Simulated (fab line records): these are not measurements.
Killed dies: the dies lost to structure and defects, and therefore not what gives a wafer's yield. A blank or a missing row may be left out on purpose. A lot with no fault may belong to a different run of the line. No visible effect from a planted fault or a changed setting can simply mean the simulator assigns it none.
A struck lot beside a sound one :: flow nand_harc :: 22 steps out of a route of 1159
Sound: the wafers L899.2, L899.4, L899.6. The struck wafers were L911.2, L911.3, L911.6. The cause comes at the end.
Per side, at each step with rows, come the tool, then ch with its chambers, and then its first start. Under that, the readings that differ: sound wafers :: struck wafers :: difference of the means :: sigmas: that difference in standard deviations of wafers without a fault.
alike: same words and numbers on both sides, and readings whose means sit less than 2 such deviations apart. not compared: any withheld reading, any reading some wafer has no value for, any bound like >300 that may hide the same value, and any number with overlapping values for which the record gives no deviation.
Wherever a step has rows on one side only, a row that says differs or no value, or a row with sigmas, the two part there. When numbers do not overlap yet have no deviation, they are printed without sigmas and do not part them. A reading that every wafer of one side lacks parts them only if that side has two wafers or more.

NHARC_A_CONTACT_CMP_20: polishes, t overpolish 30 s, target thk 300 nm.
  sound on cmp-04 ch 0,2,3, day 19 11:35; struck on cmp-03 ch 1,3, day 22 16:34
  alike: edge_zone_pressure_frac, motor_current_A, overpolish_run_s, retaining_ring_pressure_frac, time_to_endpoint_s
then, 1 step without rows for these wafers: NHARC_A_CONTACT_SRD_22.
NHARC_A_CONTACT_INSPECT_23:
  struck on defect_inspect-02, day 22 16:56; sound on defect_inspect-01, day 19 11:58
  alike: raw_defect_count
then, 8 steps without rows for these wafers: NHARC_A_BLC_DEHYDRATE_00 (time 120 s); NHARC_A_BLC_HMDS_01 (time 30 s); NHARC_A_BLC_COAT_02 (time 75 s); NHARC_A_BLC_COAT_03 (time 65 s); NHARC_A_BLC_COAT_04 (resist thk 90 nm); NHARC_A_BLC_SOFTBAKE_05 (time 55 s); NHARC_A_BLC_EBR_06; NHARC_A_BLC_EXPOSE_07 (exposes mask A BLC, target cd 100 nm).
NHARC_A_BLC_PEB_08: peb time 65 s.
  sound on litho_track-06 ch 0, day 19 12:16; struck on litho_track-04 ch 0, day 22 17:15
reading: heater_power_total_W (W)
sound: 156.4 156.6 157.1
struck: 155.3 155.0 154.8
difference: -1.7
sigmas: -4

reading: plate_temp_C (C)
sound: 99.95 99.80 99.86
struck: 99.26 99.31 99.17
difference: -0.62
sigmas: -5
then, 1 step without rows for these wafers: NHARC_A_BLC_DEVELOP_09 (develop time 35 s).
NHARC_A_BLC_CD_MEAS_10: target cd 100 nm.
  sound on cd_sem-01 ch 0, day 19 12:20; struck on cd_sem-02 ch 0, day 22 17:20
reading: cd_nm (nm)
sound: 100.6 100.3 99.7
struck: 97.8 97.9 97.6
difference: -2.4
sigmas: -5
NHARC_A_BLC_OVL_MEAS_11:
  struck on overlay-02, day 22 17:25; sound on overlay-02, day 19 12:26
  alike: overlay_x_nm, overlay_y_nm
NHARC_A_BLC_INSPECT_12:
  struck on defect_inspect-02, day 22 17:27; sound on defect_inspect-01, day 19 12:29
  alike: raw_defect_count
NHARC_A_BLC_DESCUM_15: chemistry O2, time 3 s.
  sound on rie_diel-07 ch 0,2, day 19 12:32; struck on rie_diel-11 ch 1,3, day 22 17:32
reading: model.A_BLC.cd_nm (nm)
sound: 100.1 100.2 99.84
struck: 97.5 97.93 97.72
difference: -2.3
sigmas: 
  alike: drypump_motor_current_A, oes_product_au, rf_vpp_V, showerhead_plenum_p_Torr, throttle_valve_pct
  not compared: rf_hours_counter_h
NHARC_A_BLC_ETCH_16: etches the open film in CF4, target depth 39 nm, time 65 s.
  sound on rie_diel-07 ch 0,2,3, day 19 12:38; struck on rie_diel-11 ch 1,2,3, day 22 17:37
  alike: drypump_motor_current_A, oes_product_au, rf_vpp_V, showerhead_plenum_p_Torr, throttle_valve_pct
  not compared: rf_hours_counter_h
NHARC_A_BLC_ETCH_17: etches the open film in N2/H2, target depth 390 nm, time 609.38 s.
  sound: rie_diel-07 ch 0,3; struck: rie_diel-11 ch 1,2,3
reading: showerhead_plenum_p_Torr (Torr)
sound: 2.03 1.94 1.94
struck: 2.19 2.16 2.18
difference: +0.21
sigmas: +2
  alike: drypump_motor_current_A, n2_flow_sccm, oes_product_au, rf_vpp_V, throttle_valve_pct
  not compared: rf_hours_counter_h
NHARC_A_BLC_ETCH_18: etches the open film in C4F8/O2/Ar, target depth 910 nm.
  sound: rie_diel-07 ch 1,2,3; struck: rie_diel-11 ch 0,3
  alike: oes_product_au, rf_vpp_V
  not compared: rf_hours_counter_h, model.A_BLC.cd_nm
NHARC_A_BLC_CD_MEAS_19:
  struck on cd_sem-03, day 22 18:55; sound on cd_sem-01, day 19 13:31
  alike: cd_nm
NHARC_END_SORT_01:
  sound on prober-01 ch 0, day 21 17:37; struck on prober-02 ch 0, day 24 16:49
  alike: killed_at_array, killed_at_other, killed_at_periphery, killed_dies, killed_open, killed_short

WHERE THEY PART
Last at NHARC_A_BLC_ETCH_17 as far as this record goes, first at NHARC_A_BLC_PEB_08. Later steps at which nothing parts them and some readings are alike: NHARC_A_BLC_ETCH_18, NHARC_A_BLC_CD_MEAS_19, NHARC_END_SORT_01.

WHY: the cause the simulator had injected
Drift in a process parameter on litho_track-04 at NHARC_A_BLC_PEB_08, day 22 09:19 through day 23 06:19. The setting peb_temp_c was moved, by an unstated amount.
